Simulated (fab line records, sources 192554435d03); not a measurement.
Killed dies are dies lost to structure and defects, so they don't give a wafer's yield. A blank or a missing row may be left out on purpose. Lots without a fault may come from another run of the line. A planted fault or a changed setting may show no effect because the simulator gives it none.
Chamber matching | flow n5_finfet | N5_BEOL_M11_DESCUM_16 on rie_diel-04: 4 sister chambers
The step chemistry O2, time 7.9 s. 8 wafers are shown with their chamber, then 12 later ones without.

WAFERS WITH THEIR CHAMBER
wafer  | chamber | drypump_motor_current_A (A) | throttle_valve_pct (%)
L079.2 | 0       | 6.1                         | 20.05
L086.5 | 0       | 6.1                         | 20.07
L090.2 | 2       | 6.4                         | 20.32
L090.4 | 1       | 6.3                         | 20.40
L090.6 | 2       | 6.4                         | 20.31
L087.1 | 3       | 5.3                         | 20.79
L087.4 | 1       | 6.4                         | 20.38
L087.5 | 3       | 5.3                         | 20.79

WAFERS WITHOUT THEIR CHAMBER
wafer  | drypump_motor_current_A (A) | throttle_valve_pct (%)
L088.1 | 6.4                         | 20.34
L088.3 | 5.3                         | 20.80
L088.6 | 5.4                         | 20.80
L091.1 | 5.3                         | 20.82
L091.5 | 5.3                         | 20.81
L091.6 | 6.1                         | 20.10
L093.2 | 6.4                         | 20.35
L093.4 | 6.1                         | 20.07
L093.5 | 5.3                         | 20.80
L095.1 | 6.3                         | 20.42
L095.4 | 6.5                         | 20.35
L095.5 | 6.4                         | 20.36

WHICH CHAMBER EACH WENT THROUGH
wafer  | from the rows above     | in truth
L088.1 | 2                       | 2
L088.3 | 3                       | 3
L088.6 | 3                       | 3
L091.1 | 3                       | 3
L091.5 | 3                       | 3
L091.6 | 0                       | 0
L093.2 | can't be placed: 2 or 1 | 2
L093.4 | 0                       | 0
L093.5 | 3                       | 3
L095.1 | 1                       | 1
L095.4 | can't be placed: 2 or 1 | 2
L095.5 | can't be placed: 1 or 2 | 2
Placed correctly: 9 of 12. Can't be placed from these rows: 3 (the true chamber is among the candidates in 3). Placed wrongly: 0.
How it was worked out, from the rows above alone: a wafer's distance from a chamber is the root of the sum, over the readings, of the square of ((its reading less the chamber's mean) divided by the reading's scatter). The wafer belongs to the nearest chamber; if the next one is less than 2 further off, it can't be placed. A chamber's mean is the mean of its shown wafers. The scatter: the root of (the sum of the squares of (reading less its chamber's mean) over the shown wafers, divided by (wafers less chambers)).
